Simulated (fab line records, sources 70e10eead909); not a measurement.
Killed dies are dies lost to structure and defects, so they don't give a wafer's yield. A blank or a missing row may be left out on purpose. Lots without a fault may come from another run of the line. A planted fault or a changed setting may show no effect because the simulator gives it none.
fab line records | flow nand_harc
record lots=6 wafers=18 last_day=23
route steps=1159 shown P_CONTACT@236
lots that met no fault: from a run of the same line without faults
start_h: hours from the record's first day to the start of the lot's first wafer shown | wait_h: hours since the lot's step before | " the same as in the row above | L1.1+2: a row that stands for several wafers | - no value, or no start given | * or withheld: withheld | < > ~ a bound
route shown NAME@n: a module of which the file shows steps, and the number in the route of the first | usual: mean/standard deviation of fault-free wafers | same: alike in all rows | chamber/n: place in a boat | sites: the reading at each site | _std_site: their standard deviation | _edge_site: outer sites' mean less inner sites' | radius_mm: how far each site lies from the wafer's centre | mask NAME#n: copy n | behind: the tool/chamber that last shaped the wafer | hold: why the lot was held/for how many hours/how that ended | device: the transistor (n, p or np) that didn't switch | end of line: the same wafers' tests at the end of the route | a step without rows: its recipe alone | killed: dies lost to structure and defects at the first sort, not the wafer's yield | map: a wafer's dies, x killed, . not, _ none there
set.NAME: the setting as run; set.NAME@STEP: as run at that earlier step | model.NAME: the simulator's own value behind a step, which no gauge read
lots at some steps of the route; a table a step, a row a wafer
services: from which hour (start_h, from the record's first day; less than 0 if before it) a tool's chamber was out of use, for how many hours, and why
## steps
# step NHARC_P_CONTACT_ETCH_35
# recipe target_depth_a=390 over_etch_frac=0.3 time_s=65 ion_energy_ev=80 cf4_flow_sccm=150 ar_flow_sccm=0 rf_w=300 bias_w=100 chemistry=CF4
# usual drypump_motor_current_A=5.9/0.44 oes_product_au=0.997/0.01 rf_vpp_V=151.2/1.2 showerhead_plenum_p_Torr=1.76/0.059 throttle_valve_pct=13.283/0.0091
# columns lot.wafer tool chamber start_h wait_h drypump_motor_current_A oes_product_au rf_hours_counter_h rf_vpp_V showerhead_plenum_p_Torr throttle_valve_pct
L761.3 rie_diel-12 2 119.53 0.1 6.2 0.999 8 151.7 1.86 13.277
L761.4 " 1 " " 5.1 1.013 8 152.2 1.74 13.283
L761.6 " 2 " " 6.2 1.002 - 152.5 1.86 13.278
L763.2 rie_diel-02 3 137.27 0.1 6.6 0.994 14 150.3 1.72 13.277
L763.3 " 0 " " 5.8 0.989 15 150.5 1.70 13.291
L763.6 " 3 " " 6.6 0.993 - 149.3 1.72 13.278
L768.2 rie_diel-12 2 161.62 0.1 6.1 0.987 13 153.1 1.86 13.274
L768.3 " 0 " " 6.3 0.999 13 151.5 1.71 13.289
L768.6 " 1 " " 5.1 1.002 - 150.4 1.74 13.285
L770.4 rie_diel-12 1 170.93 0.1 5.2 1.007 13 151.3 1.74 13.262
L770.1 " 2 " " 6.2 0.988 14 152.7 1.86 13.272
L770.5 " 2 " " 6.2 0.989 - 151.8 1.86 13.279
L774.2 rie_diel-02 2 204.01 0.1 5.6 1.006 5 152.1 1.83 13.290
L774.3 " 1 " " 5.9 0.986 3 151.5 1.71 13.278
L774.5 " 2 " " 5.6 1.005 - 150.7 1.83 13.281
L777.4 rie_diel-12 1 223.19 0.1 5.1 1.013 1 150.2 1.74 13.279
L777.1 " 3 " " 6.0 0.996 1 152.2 1.79 13.281
L777.3 " 0 " " 6.3 0.989 1 150.0 1.71 13.283
# step NHARC_P_CONTACT_ETCH_36
# recipe target_depth_a=2600 over_etch_frac=0.25 time_s=406.25 ion_energy_ev=200 n2_flow_sccm=150 h2_flow_sccm=150 ar_flow_sccm=0 rf_w=400 bias_w=150 chemistry=N2/H2
# usual drypump_motor_current_A=5.9/0.44 oes_product_au=0.997/0.0098 rf_vpp_V=430.0/2.1 showerhead_plenum_p_Torr=2.02/0.073 throttle_valve_pct=14.171/0.0093
# columns lot.wafer tool chamber start_h wait_h drypump_motor_current_A oes_product_au rf_hours_counter_h rf_vpp_V showerhead_plenum_p_Torr throttle_valve_pct
L761.3 rie_diel-12 1 - - 5.2 1.009 8 429.2 2.00 14.180
L761.4 " 2 " " 6.2 0.992 9 432.5 2.15 14.168
L761.6 " 2 " " 6.2 1.004 - 433.4 2.15 14.165
L763.2 rie_diel-02 1 - - 5.9 0.984 14 430.0 1.97 14.172
L763.3 " 2 " " 5.6 1.007 15 432.1 2.13 14.157
L763.6 " 0 " " 5.8 0.977 - 428.8 1.95 14.186
L768.2 rie_diel-12 1 - - 5.1 1.009 12 430.3 2.00 14.163
L768.3 " 2 " " 6.2 0.980 13 433.8 2.15 14.186
L768.6 " 3 " " 6.0 1.003 - 430.7 2.07 14.158
L770.1 rie_diel-12 2 - - 6.2 0.998 14 432.8 2.15 14.176
L770.4 " 0 " " 6.3 0.996 14 427.0 1.97 14.163
L770.5 " 3 " " 6.0 0.997 - 432.8 2.07 14.183
L774.2 rie_diel-02 0 - - 5.8 0.994 5 427.4 1.94 14.182
L774.3 " 2 " " 5.6 1.005 5 433.2 2.12 14.172
L774.5 " 0 " " 5.8 0.991 - 427.5 1.94 14.169
L777.1 rie_diel-12 1 - - 5.1 0.999 1 429.0 2.00 14.180
L777.4 " 2 " " 6.2 1.006 1 431.6 2.15 14.170
L777.3 " 3 " " 6.0 0.990 1 431.9 2.07 14.177
# step NHARC_P_CONTACT_ETCH_18
# recipe target_depth_a=4810 time_s=240.5 c4f8_flow_sccm=20 o2_flow_sccm=10 ar_flow_sccm=withheld rf_w=600 bias_w=1500 chemistry=C4F8/O2/Ar
# step NHARC_P_CONTACT_STRIP_37
# recipe c4f8_flow_sccm=withheld o2_flow_sccm=8 ar_flow_sccm=withheld bias_w=0 chemistry=C4F8/O2/Ar
# step NHARC_P_CONTACT_ETCH_31
# recipe target_depth_a=300 time_s=85.7 ion_energy_ev=120 over_etch_frac=1 ch3f_flow_sccm=50 o2_flow_sccm=30 ar_flow_sccm=200 rf_w=500 bias_w=100 chemistry=CH3F/O2
# usual drypump_motor_current_A=5.9/0.41 oes_product_au=0.978/0.013 rf_vpp_V=244.1/1.4 showerhead_plenum_p_Torr=2.44/0.082 throttle_valve_pct=20.663/0.0093
# columns lot.wafer tool chamber start_h wait_h drypump_motor_current_A oes_product_au rf_hours_counter_h rf_vpp_V showerhead_plenum_p_Torr throttle_valve_pct
L761.4 rie_diel-12 0 - - 6.3 0.987 8 244.6 2.38 20.664
L761.3 " 2 " " 6.2 0.973 9 247.5 2.59 20.662
L761.6 " 0 " " 6.3 0.985 - 243.3 2.38 20.654
L763.3 rie_diel-02 0 - - 5.8 0.991 15 242.9 2.35 20.659
L763.2 " 1 " " 5.9 0.991 14 243.6 2.38 20.657
L763.6 " 2 " " 5.6 0.986 - 244.7 2.56 20.647
L768.2 rie_diel-12 1 - - 5.2 0.998 12 243.6 2.42 20.660
L768.3 " 2 " " 6.2 0.969 13 245.4 2.59 20.673
L768.6 " 3 " " 5.9 0.975 - 245.2 2.50 20.658
L770.4 rie_diel-12 1 - - 5.2 0.984 14 244.3 2.42 20.660
L770.1 " 3 " " 6.0 0.988 13 244.8 2.50 20.652
L770.5 " 1 " " 5.1 0.986 - 242.8 2.42 20.672
L774.3 rie_diel-02 2 - - 5.6 0.990 5 246.5 2.55 20.666
L774.2 " 0 " " 5.8 0.965 5 242.2 2.35 20.652
L774.5 " 2 " " 5.6 0.995 - 245.0 2.55 20.659
L777.4 rie_diel-12 2 - - 6.2 0.979 1 243.6 2.58 20.654
L777.3 " 3 " " 5.9 0.974 1 245.1 2.49 20.665
L777.1 " 0 " " 6.3 0.971 1 242.8 2.37 20.668
# step NHARC_P_CONTACT_CD_MEAS_19
# usual cd_nm=90.0/1.9
# columns lot.wafer tool chamber start_h wait_h cd_nm
L761.3 cd_sem-02 - 120.32 - 87.6
L761.4 " - " " 88.5
L761.6 " - " " 87.3
L763.2 cd_sem-01 - 138.11 - 90.1
L763.3 " - " " 93.1
L763.6 " - " " 90.5
L768.2 cd_sem-03 - 162.40 - 90.6
L768.3 " - " " 88.1
L768.6 " - " " 88.4
L770.1 cd_sem-03 - 171.71 - 88.6
L770.4 " - " " 87.9
L770.5 " - " " 86.9
L774.2 cd_sem-02 - 204.80 - 92.2
L774.3 " - " " 93.0
L774.5 " - " " 93.5
L777.1 cd_sem-03 - 223.98 - 89.5
L777.3 " - " " 90.8
L777.4 " - " " 88.2
# step NHARC_P_CONTACT_STRIP_28
# recipe o2_flow_sccm=500 ar_flow_sccm=0 bias_w=0 chemistry=O2
# step NHARC_P_CONTACT_STRIP_29
# recipe time_s=1200 temp_c=72.5 chemistry=post_etch_residue_remover
# step NHARC_P_CONTACT_DEGAS_38
# recipe temp_c=300 time_s=60
# usual heater_power_w=455/45
# columns lot.wafer tool chamber start_h wait_h heater_power_w
L761.4 pvd_sputter-02 - 121.04 - 531
L761.3 " - " " 508
L761.6 " - " " 437
L763.3 pvd_sputter-02 - 138.82 - 447
L763.2 " - " " 540
L763.6 " - " " 503
L768.2 pvd_sputter-03 - 163.13 - 372
L768.3 " - " " 404
L768.6 " - " " 467
L770.4 pvd_sputter-03 - 172.44 - 417
L770.1 " - " " 462
L770.5 " - " " 447
L774.3 pvd_sputter-01 - 205.53 - 540
L774.2 " - " " 428
L774.5 " - " " 391
L777.3 pvd_sputter-02 - 224.70 - 456
L777.1 " - " " 472
L777.4 " - " " 443
# step NHARC_P_CONTACT_PRE_CLEAN_39
# recipe time_s=19.5 bias_v=250 gas=Ar
# step NHARC_P_CONTACT_PVD_32
# recipe target_thk_a=50 chamber_pressure_pa=5 power_w=5000 substrate_temp_c=200 time_s=17.7 material=Ti
# usual throttle_valve_pct=30.2/1.1
# columns lot.wafer tool chamber start_h wait_h throttle_valve_pct
L761.4 pvd_sputter-02 - - - 31.1
L761.3 " - " " 28.8
L761.6 " - " " 31.6
L763.2 pvd_sputter-02 - - - 30.5
L763.3 " - " " 31.1
L763.6 " - " " 29.2
L768.3 pvd_sputter-03 - - - 29.5
L768.2 " - " " 32.1
L768.6 " - " " 28.8
L770.1 pvd_sputter-03 - - - 30.1
L770.4 " - " " 29.6
L770.5 " - " " 30.6
L774.2 pvd_sputter-01 - - - 28.4
L774.3 " - " " 29.7
L774.5 " - " " 28.1
L777.4 pvd_sputter-02 - - - 30.4
L777.3 " - " " 31.2
L777.1 " - " " 30.8
# step NHARC_P_CONTACT_ALD_22
# recipe target_thk_a=30 pulse_time_s=1 ald_cycles=150 temp_c=450 material=TiN
# step NHARC_P_CONTACT_CVD_23
# recipe target_thk_a=2000 temp_c=300 pressure_torr=40 wf6_flow_sccm=40 h2_flow_sccm=1600 ar_flow_sccm=1560 time_s=557 material=W
# usual heater_power_w=447/40 throttle_valve_pct=8.1/0.31
# columns lot.wafer tool chamber start_h wait_h heater_power_w throttle_valve_pct
L761.3 cvd_w-01 0 127.74 - 428 8.0
L761.4 " 1 " " 407 7.9
L761.6 " 1 " " 415 7.7
L763.2 cvd_w-01 1 141.65 - 406 8.2
L763.3 " 1 " " 410 7.7
L763.6 " 1 " " 401 7.6
L768.2 cvd_w-01 1 170.36 - 413 8.0
L768.3 " 0 " " 431 8.1
L768.6 " 1 " " 397 7.6
L770.1 cvd_w-02 0 172.97 - 453 8.5
L770.4 " 1 " " 521 8.0
L770.5 " 1 " " 521 7.9
L770.1 cvd_w-02 0 174.15 1.1 447 8.6
L770.4 " 1 " " 525 7.7
L770.5 " 1 " " 516 8.1
L774.2 cvd_w-01 1 209.10 - 409 7.6
L774.3 " 0 " " 429 8.0
L774.5 " 1 " " 397 7.9
L774.2 cvd_w-01 1 210.18 1.0 405 7.9
L774.3 " 0 " " 430 8.3
L774.5 " 1 " " 413 7.9
L777.1 cvd_w-01 0 229.57 - 422 8.3
L777.4 " 1 " " 404 8.0
L777.3 " 0 " " 424 8.1
# step NHARC_P_CONTACT_CMP_24
# recipe t_overpolish_s=30 target_thk_nm=200
# usual motor_current_A=11.6/1.2 overpolish_run_s=30.001/0.0089 time_to_endpoint_s=40.1/2.5
# columns lot.wafer tool chamber start_h wait_h motor_current_A overpolish_run_s time_to_endpoint_s
L761.4 cmp-01 3 128.23 0.3 12.0 30.004 41.6
L761.3 " 1 " " 10.7 29.994 43.9
L761.6 " 3 " " 12.2 30.018 42.9
L763.3 cmp-04 0 142.34 0.4 10.4 30.001 38.1
L763.2 " 1 " " 10.2 30.001 41.2
L763.6 " 0 " " 9.9 30.010 37.4
L768.3 cmp-01 3 170.94 0.4 12.5 30.000 42.2
L768.2 " 1 " " 11.0 30.004 41.8
L768.6 " 3 " " 12.9 30.001 43.0
L770.4 cmp-03 0 178.70 4.4 11.9 30.004 81.8
L770.1 " 1 " " 14.8 29.997 80.5
L770.5 " 3 " " 12.3 29.989 85.8
L774.3 cmp-03 0 210.90 0.4 12.4 30.017 77.7
L774.2 " 3 " " 12.3 29.989 80.8
L774.5 " 0 " " 12.3 29.996 79.4
L777.4 cmp-01 1 230.16 0.4 10.7 30.013 40.2
L777.3 " 3 " " 13.4 29.997 40.9
L777.1 " 0 " " 12.3 30.002 38.1
## services
# columns tool chamber start_h hours kind
pvd_sputter-03 - 98.27 1.3 repair
pvd_sputter-03 - 102.00 10.0 pm
cvd_w-01 0 102.82 13.6 repair
cmp-04 - 105.00 4.0 pm
cvd_w-01 - 111.28 13.0 pm
pvd_sputter-03 - 130.64 9.9 repair
cmp-03 - 150.08 9.8 repair
rie_diel-02 - 151.25 9.0 pm
cvd_w-01 - 154.20 0.5 repair
cmp-04 - 156.08 0.4 repair
pvd_sputter-01 - 158.00 10.0 pm
cmp-03 - 159.89 4.0 pm
pvd_sputter-03 - 169.42 2.5 repair
cmp-03 - 174.38 4.3 repair
rie_diel-02 3 178.99 12.4 repair
cmp-01 - 179.77 4.0 pm
pvd_sputter-02 - 181.17 4.7 repair
rie_diel-02 1 191.46 7.5 repair
cvd_w-02 - 198.54 13.0 pm
cmp-03 - 201.33 1.0 repair
rie_diel-12 - 202.40 9.0 pm
cmp-04 - 203.10 4.0 pm
cmp-04 - 210.34 1.5 repair
pvd_sputter-02 - 214.00 10.0 pm
## key
first_sign step=NHARC_P_CONTACT_CVD_23 reading=visit direction=added
effect step=NHARC_P_CONTACT_CMP_24 reading=time_to_endpoint_s direction=up sigmas=16 usual=* struck=*
met_at NHARC_P_CONTACT_CVD_23
struck_wafers L770.1,L770.4,L770.5,L774.2,L774.3,L774.5
tester_left_out L770,L774
fault kind=repeated_step_whole tool=cvd_w-01,cvd_w-02 chamber=- onset_h=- steps=NHARC_P_CONTACT_CVD_23 times=1 scope=struck_lots_only
# tester_left_out: of these lots the tester's yield and bins aren't shown, on N5 and GAA mostly nor the transistor test; their killed dies are dies lost to structure and defects alone, not to doping, threshold or leakage, so they don't give the yield
